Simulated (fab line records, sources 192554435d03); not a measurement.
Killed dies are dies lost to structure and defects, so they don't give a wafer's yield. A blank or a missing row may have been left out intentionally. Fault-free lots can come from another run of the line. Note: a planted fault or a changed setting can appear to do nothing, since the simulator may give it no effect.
Which tool was responsible? -- flow n5Finfet -- Sampling: 22 lots, 66 wafers, 6 of 1938 route steps

## WHAT THE GAUGES SHOWED, per wafer
Not one reading of a measure or inspect step in the record can be checked against a usual standard deviation.

## WHAT TOOL EACH LOT RAN ON (gives the tool, then ch and the chambers of the sampled wafers, and finally the start)
lot,N5_STI_FIN_REVEAL_ALD_00,N5_STI_FIN_REVEAL_CMP_04,N5_STI_FIN_REVEAL_RECESS_09,N5_DUMMY_GATE_STRIP_41,N5_DUMMY_GATE_ETCH_32,N5_SD_EPI_N_ETCH_34
L074,"aldSin-01 ch 0,1,2, day 2 06:28","cmp-01 ch 0,1,3, day 2 11:34","vaporEtch-02 ch 0,1, day 2 12:21","rieDiel-02 ch 0,1,3, day 3 01:19","rieSi-01 ch 1,2,3, day 3 01:31","rieDiel-06 ch 1,2,3, day 3 03:39"
L075,"aldSin-03 ch 0,2,3, day 2 13:04","cmp-01 ch 0,2,3, day 2 18:45","vaporEtch-01 ch 0,1, day 2 19:32","rieDiel-02 ch 0,1,3, day 3 08:53","rieSi-04 ch 0,1,3, day 3 09:05","rieDiel-06 ch 0,1,2, day 3 10:44"
L076,"aldSin-01 ch 0,1,2, day 2 15:49","cmp-02 ch 0,2,3, day 2 20:56","vaporEtch-02 ch 0, day 2 21:47","rieDiel-01 ch 0,1,3, day 3 14:28","rieSi-02 ch 1,2, day 3 14:40","rieDiel-05 ch 0,2,3, day 3 16:10"
L077,"aldSin-04 ch 2,3, day 3 00:15","cmp-03 ch 1,2, day 3 05:59","vaporEtch-01 ch 0,1, day 3 06:45","rieDiel-03 ch 1,2,3, day 3 18:49","rieSi-01 ch 2,3, day 3 19:01","rieDiel-05 ch 0,1, day 3 21:13"
L078,"aldSin-01 ch 0,1, day 3 04:38","cmp-03 ch 1,2,3, day 3 09:49","vaporEtch-01 ch 0,1, day 3 10:45","rieDiel-03 ch 0,3, day 3 23:13","rieSi-02 ch 0,3, day 3 23:25","rieDiel-06 ch 0,3, day 4 01:05"
L080,"aldSin-01 ch 0,1,2, day 3 17:22","cmp-03 ch 0,1,3, day 3 22:27","vaporEtch-01 ch 0,1, day 4 00:02","rieDiel-03 ch 0,1,2, day 4 11:50","rieSi-01 ch 2,3, day 4 12:02","rieDiel-04 ch 0,1,2, day 4 13:48"
L081,"aldSin-01 ch 0,1,3, day 3 23:20","cmp-02 ch 0,2,3, day 4 04:38","vaporEtch-02 ch 0,1, day 4 05:35","rieDiel-03 ch 0,1,3, day 4 17:28","rieSi-02 ch 0,1,2, day 4 17:40","rieDiel-04 ch 2,3, day 4 19:40"
L082,"aldSin-01 ch 0,2,3, day 4 03:56","cmp-01 ch 0,3, day 4 09:04","vaporEtch-01 ch 0,1, day 4 10:27","rieDiel-03 ch 1,2, day 4 21:49","rieSi-04 ch 0,3, day 4 22:01","rieDiel-04 ch 0,1,2, day 5 01:38"
L083,"aldSin-01 ch 0,3, day 4 10:59","cmp-02 ch 0,3, day 4 16:43","vaporEtch-02 ch 0,1, day 4 17:52","rieDiel-02 ch 0,1, day 5 05:53","rieSi-04 ch 0,1,3, day 5 06:05","rieDiel-06 ch 0,1,3, day 5 08:07"
L084,"aldSin-03 ch 0,2,3, day 4 18:19","cmp-01 ch 1,2, day 5 00:44","vaporEtch-01 ch 0,1, day 5 01:29","rieDiel-03 ch 2,3, day 5 14:04","rieSi-02 ch 0,1, day 5 14:16","rieDiel-05 ch 1,2, day 5 16:05"
L085,"aldSin-04 ch 0,1,2, day 5 00:04","cmp-01 ch 0,2,3, day 5 05:09","vaporEtch-02 ch 0,1, day 5 06:02","rieDiel-01 ch 0,1, day 5 18:45","rieSi-01 ch 0,1,2, day 5 18:57","rieDiel-04 ch 1,2,3, day 5 20:26"
L086,"aldSin-03 ch 0,1,3, day 5 07:38","cmp-02 ch 1,2,3, day 5 12:44","vaporEtch-02 ch 0,1, day 5 13:31","rieDiel-03 ch 0,2,3, day 6 05:08","rieSi-01 ch 0,1,2, day 6 05:20","rieDiel-05 ch 1,2,3, day 6 07:04"
L087,"aldSin-03 ch 0,3, day 5 11:46","cmp-03 ch 0,3, day 5 17:37","vaporEtch-01 ch 0,1, day 5 19:01","rieDiel-02 ch 0,3, day 6 06:27","rieSi-02 ch 1,2, day 6 06:39","rieDiel-05 ch 0,1, day 6 08:47"
L088,"aldSin-04 ch 0,2,3, day 5 18:35","cmp-03 ch 1,2, day 5 23:41","vaporEtch-01 ch 0,1, day 6 01:01","rieDiel-02 ch 0,3, day 6 13:31","rieSi-01 ch 0,1,3, day 6 13:43","rieDiel-05 ch 0,3, day 6 15:25"
L089,"aldSin-01 ch 0,1,3, day 5 22:26","cmp-02 ch 1,2,3, day 6 03:32","vaporEtch-01 ch 0,1, day 6 04:19","rieDiel-01 ch 0,1,3, day 6 16:44","rieSi-04 ch 0,1,3, day 6 16:56","rieDiel-05 ch 0,1,3, day 6 18:50"
L090,"aldSin-03 ch 0,2,3, day 6 05:51","cmp-03 ch 0,1,3, day 6 10:56","vaporEtch-02 ch 0,1, day 6 11:44","rieDiel-02 ch 1,2,3, day 6 23:44","rieSi-02 ch 0,1, day 6 23:57","rieDiel-04 ch 0,2, day 7 02:04"
L092,"aldSin-03 ch 0,1,3, day 6 17:28","cmp-02 ch 0,1, day 6 22:38","vaporEtch-01 ch 0,1, day 6 23:58","rieDiel-01 ch 0,1, day 7 11:32","rieSi-02 ch 1,2,3, day 7 11:44","rieDiel-05 ch 1,2,3, day 7 13:20"
L093,"aldSin-01 ch 0,1,2, day 6 23:02","cmp-01 ch 0,1,3, day 7 04:10","vaporEtch-01 ch 0,1, day 7 05:52","rieDiel-01 ch 0,1,2, day 7 17:26","rieSi-02 ch 0,1,3, day 7 17:38","rieDiel-06 ch 1,3, day 7 19:35"
L094,"aldSin-04 ch 0,1,3, day 7 05:19","cmp-01 ch 0,2,3, day 7 10:27","vaporEtch-01 ch 1, day 7 11:12","rieDiel-03 ch 1,2,3, day 7 23:10","rieSi-04 ch 1,3, day 7 23:22","rieDiel-04 ch 1,3, day 8 00:59"
L095,"aldSin-04 ch 0,2,3, day 7 10:42","cmp-02 ch 0,1,3, day 7 15:50","vaporEtch-02 ch 0,1, day 7 16:36","rieDiel-03 ch 0,1,2, day 8 04:36","rieSi-04 ch 0,1,2, day 8 04:48","rieDiel-04 ch 2,3, day 8 06:20"
L096,"aldSin-01 ch 0,2, day 7 18:19","cmp-01 ch 0,1, day 7 23:28","vaporEtch-01 ch 0,1, day 8 00:13","rieDiel-03 ch 2,3, day 8 12:23","rieSi-01 ch 0,1,3, day 8 12:35","rieDiel-04 ch 1,2, day 8 16:29"
L097,"aldSin-01 ch 0,2,3, day 7 23:03","cmp-01 ch 0,1,3, day 8 04:13","vaporEtch-01 ch 0,1, day 8 05:27","rieDiel-01 ch 0,2, day 8 17:21","rieSi-04 ch 2,3, day 8 17:33","rieDiel-05 ch 0,1, day 8 19:09"
- N5_STI_FIN_REVEAL_ALD_00: deposits SiO2, target thk 1 nm, pulse time 1 s.
- N5_STI_FIN_REVEAL_CMP_04: polishes, stops on Si3N4, t overpolish 4 s, target thk 131.83 nm.
- N5_STI_FIN_REVEAL_RECESS_09: chemistry HF/NH3, target SiO2, afs cycles 11, target depth 42.5 nm, sublimation time 60 s.
- N5_DUMMY_GATE_STRIP_41: strips in O2.
- N5_DUMMY_GATE_ETCH_32: etches SiO2 in CF4, target depth 3.5 nm, time 3.9 s.
- N5_SD_EPI_N_ETCH_34: etches SiARC in CF4, target depth 45.5 nm, time 75.8 s.

## AS READ BY THE TOOLS THEMSELVES (means over the sampled wafers that have a number; for cases with no such wafer, the mark the record gives instead)
N5_STI_FIN_REVEAL_ALD_00.
lot,tool,heaterPowerW (W),precursorPulseHeightRel
L074,aldSin-01,425,0.998
L075,aldSin-03,474,1.008
L076,aldSin-01,430,1.015
L077,aldSin-04,477,0.980
L078,aldSin-01,450,1.001
L080,aldSin-01,434,1.007
L081,aldSin-01,438,0.993
L082,aldSin-01,419,0.997
L083,aldSin-01,426,0.992
L084,aldSin-03,473,1.008
L085,aldSin-04,507,1.034
L086,aldSin-03,469,1.000
L087,aldSin-03,450,0.997
L088,aldSin-04,502,0.999
L089,aldSin-01,442,0.982
L090,aldSin-03,478,1.000
L092,aldSin-03,471,0.978
L093,aldSin-01,433,0.979
L094,aldSin-04,504,0.999
L095,aldSin-04,501,0.998
L096,aldSin-01,416,0.998
L097,aldSin-01,426,0.998

N5_STI_FIN_REVEAL_CMP_04.
lot,tool,edgeZonePressureFrac,motorCurrentA (A),overpolishRunS (s),timeToEndpointS (s)
L074,cmp-01,0.997,8.0,3.999,104
L075,cmp-01,1.001,8.0,3.993,102
L076,cmp-02,0.997,8.2,3.996,99
L077,cmp-03,1.003,8.3,3.992,111
L078,cmp-03,1.001,8.4,3.996,107
L080,cmp-03,0.994,8.2,4.003,105
L081,cmp-02,0.993,8.3,4.000,101
L082,cmp-01,0.996,7.4,3.995,100
L083,cmp-02,0.998,8.3,4.012,96
L084,cmp-01,1.001,8.9,4.001,109
L085,cmp-01,0.996,8.1,4.005,107
L086,cmp-02,0.999,8.4,3.990,98
L087,cmp-03,1.003,8.6,4.000,101
L088,cmp-03,0.996,8.3,4.003,103
L089,cmp-02,0.995,8.0,4.003,100
L090,cmp-03,1.002,8.0,3.997,99
L092,cmp-02,0.996,8.1,3.996,102
L093,cmp-01,1.005,7.7,4.004,105
L094,cmp-01,1.006,8.2,4.000,110
L095,cmp-02,0.999,8.2,4.009,101
L096,cmp-01,1.000,7.7,4.012,104
L097,cmp-01,0.998,8.1,3.998,102

N5_STI_FIN_REVEAL_RECESS_09.
lot,tool,drypumpMotorCurrentA (A)
L074,vaporEtch-02,5.4
L075,vaporEtch-01,6.0
L076,vaporEtch-02,5.1
L077,vaporEtch-01,5.4
L078,vaporEtch-01,5.4
L080,vaporEtch-01,5.4
L081,vaporEtch-02,5.7
L082,vaporEtch-01,5.9
L083,vaporEtch-02,5.7
L084,vaporEtch-01,5.4
L085,vaporEtch-02,5.4
L086,vaporEtch-02,5.7
L087,vaporEtch-01,5.9
L088,vaporEtch-01,5.4
L089,vaporEtch-01,5.4
L090,vaporEtch-02,5.5
L092,vaporEtch-01,5.4
L093,vaporEtch-01,5.4
L094,vaporEtch-01,6.5
L095,vaporEtch-02,5.4
L096,vaporEtch-01,6.0
L097,vaporEtch-01,5.4

N5_DUMMY_GATE_STRIP_41.
lot,tool,chamberPressureMTorr (mTorr),drypumpMotorCurrentA (A),oesProductAu (a.u.),rfVppV (V),showerheadPlenumPTorr (Torr),throttleValvePct (%)
L074,rieDiel-02,30.025,5.3,0.82,3.5,2.10,16.50
L075,rieDiel-02,30.002,5.3,0.80,3.1,2.10,16.50
L076,rieDiel-01,30.007,5.7,0.83,3.5,2.18,16.78
L077,rieDiel-03,30.014,5.8,0.79,3.7,2.17,16.63
L078,rieDiel-03,30.009,5.5,0.78,3.4,2.14,16.81
L080,rieDiel-03,30.012,5.6,0.77,3.4,2.13,16.73
L081,rieDiel-03,29.985,5.5,0.77,4.3,2.14,16.81
L082,rieDiel-03,30.008,6.0,0.76,4.1,2.16,16.56
L083,rieDiel-02,29.991,5.2,0.75,3.9,2.06,16.65
L084,rieDiel-03,30.007,6.0,0.78,3.7,2.19,16.58
L085,rieDiel-01,29.983,5.9,0.84,3.6,2.22,16.80
L086,rieDiel-03,29.968,5.8,0.77,3.8,2.15,16.68
L087,rieDiel-02,29.993,5.4,0.80,3.5,2.12,16.70
L088,rieDiel-02,29.976,5.4,0.79,3.4,2.12,16.70
L089,rieDiel-01,30.011,5.7,0.79,3.7,2.17,16.83
L090,rieDiel-02,30.011,5.5,0.80,3.7,2.05,16.60
L092,rieDiel-01,29.993,6.1,0.76,3.0,2.20,16.82
L093,rieDiel-01,30.019,5.6,0.85,3.6,2.21,16.71
L094,rieDiel-03,30.006,5.8,0.76,3.5,2.16,16.68
L095,rieDiel-03,29.980,5.6,0.74,3.6,2.12,16.76
L096,rieDiel-03,30.011,6.0,0.76,3.6,2.18,16.63
L097,rieDiel-01,30.006,5.3,0.86,3.6,2.21,16.61

N5_DUMMY_GATE_ETCH_32.
lot,tool,chamberPressureMTorr (mTorr),drypumpMotorCurrentA (A),oesProductAu (a.u.),throttleValvePct (%)
L074,rieSi-01,10.009,5.1,1.005,21.67
L075,rieSi-04,9.990,5.9,1.014,21.86
L076,rieSi-02,10.003,6.1,1.006,21.79
L077,rieSi-01,9.989,5.1,1.013,21.65
L078,rieSi-02,9.997,5.5,0.982,21.77
L080,rieSi-01,10.008,5.1,1.019,21.64
L081,rieSi-02,10.001,5.9,0.998,21.71
L082,rieSi-04,10.004,5.7,1.012,21.72
L083,rieSi-04,10.008,5.9,1.019,21.85
L084,rieSi-02,9.999,5.7,0.998,21.65
L085,rieSi-01,10.006,5.0,1.001,21.91
L086,rieSi-01,10.006,5.0,0.999,21.92
L087,rieSi-02,10.000,6.1,1.023,21.62
L088,rieSi-01,9.991,5.1,0.995,21.91
L089,rieSi-04,10.003,5.8,1.008,21.85
L090,rieSi-02,10.000,5.8,1.012,21.55
L092,rieSi-02,9.999,5.9,1.011,21.73
L093,rieSi-02,10.009,5.7,1.005,21.67
L094,rieSi-04,9.996,5.8,1.021,21.98
L095,rieSi-04,10.006,5.9,0.986,21.62
L096,rieSi-01,10.003,5.1,0.992,21.91
L097,rieSi-04,10.002,5.6,0.980,21.52

N5_SD_EPI_N_ETCH_34.
lot,tool,chamberPressureMTorr (mTorr),drypumpMotorCurrentA (A),etchRfOnTimeS (s),oesProductAu (a.u.),rfVppV (V),showerheadPlenumPTorr (Torr),throttleValvePct (%)
L074,rieDiel-06,39.98,5.4,75.5,0.62,184.0,2.09,15.75
L075,rieDiel-06,39.97,5.9,75.5,0.62,184.0,2.10,15.71
L076,rieDiel-05,39.97,5.9,74.5,0.69,184.2,2.14,15.58
L077,rieDiel-05,40.02,5.8,75.0,0.66,182.6,2.10,15.82
L078,rieDiel-06,40.01,5.6,77.1,0.59,183.4,2.11,15.75
L080,rieDiel-04,40.00,5.5,76.2,0.70,185.3,2.22,15.68
L081,rieDiel-04,40.00,4.9,75.5,0.64,183.1,2.12,15.73
L082,rieDiel-04,40.01,5.6,76.1,0.69,185.6,2.22,15.70
L083,rieDiel-06,40.03,5.7,76.3,0.60,182.3,2.06,15.76
L084,rieDiel-05,40.03,6.4,73.1,0.69,184.0,2.11,15.60
L085,rieDiel-04,39.95,5.2,76.0,0.68,184.6,2.15,15.73
L086,rieDiel-05,39.98,6.0,73.6,0.67,183.7,2.10,15.65
L087,rieDiel-05,39.96,5.9,74.6,0.65,183.5,2.09,15.86
L088,rieDiel-05,40.00,5.5,73.9,0.66,184.1,2.13,15.67
L089,rieDiel-05,40.00,5.7,73.2,0.65,183.2,2.09,15.77
L090,rieDiel-04,40.00,5.2,78.0,0.62,185.3,2.22,15.71
L092,rieDiel-05,39.98,6.0,73.1,0.67,184.1,2.10,15.65
L093,rieDiel-06,39.98,5.3,74.2,0.74,182.9,2.06,15.50
L094,rieDiel-04,39.98,5.1,75.1,0.67,183.6,2.10,15.80
L095,rieDiel-04,40.00,4.9,78.1,0.60,183.5,2.16,15.75
L096,rieDiel-04,40.00,5.2,77.8,0.64,184.6,2.20,15.74
L097,rieDiel-05,39.99,6.0,73.9,0.63,182.3,2.06,15.93

## THE ANSWER, worked out from the rows above alone
Rule: the usual values come from the lots themselves. The widest of any qualifying gaps counts: lots, ordered by their means at a reading, are off when they make up no more than a third of the lots, leave a main group of 4 or more, and stand apart from it by 3 or more times the standard deviation of that group's means. If all means in a main group match to the digits the tables above print for the reading, that group is not used. Also off: a lot with no number at a reading for which 4 or more lots have one. The other lots that the step has rows for count as sound. The gauges are gone through in route order, then the tools' own readings, and for those a lot's mean is taken as printed above. The first step at which some lot is off is used, and at that step the reading that is off furthest; a lot without a number counts as furthest.
Across all readings shown, no lot is off: no conclusion can be drawn from this.

## WHAT THE SIMULATOR HAD INSERTED
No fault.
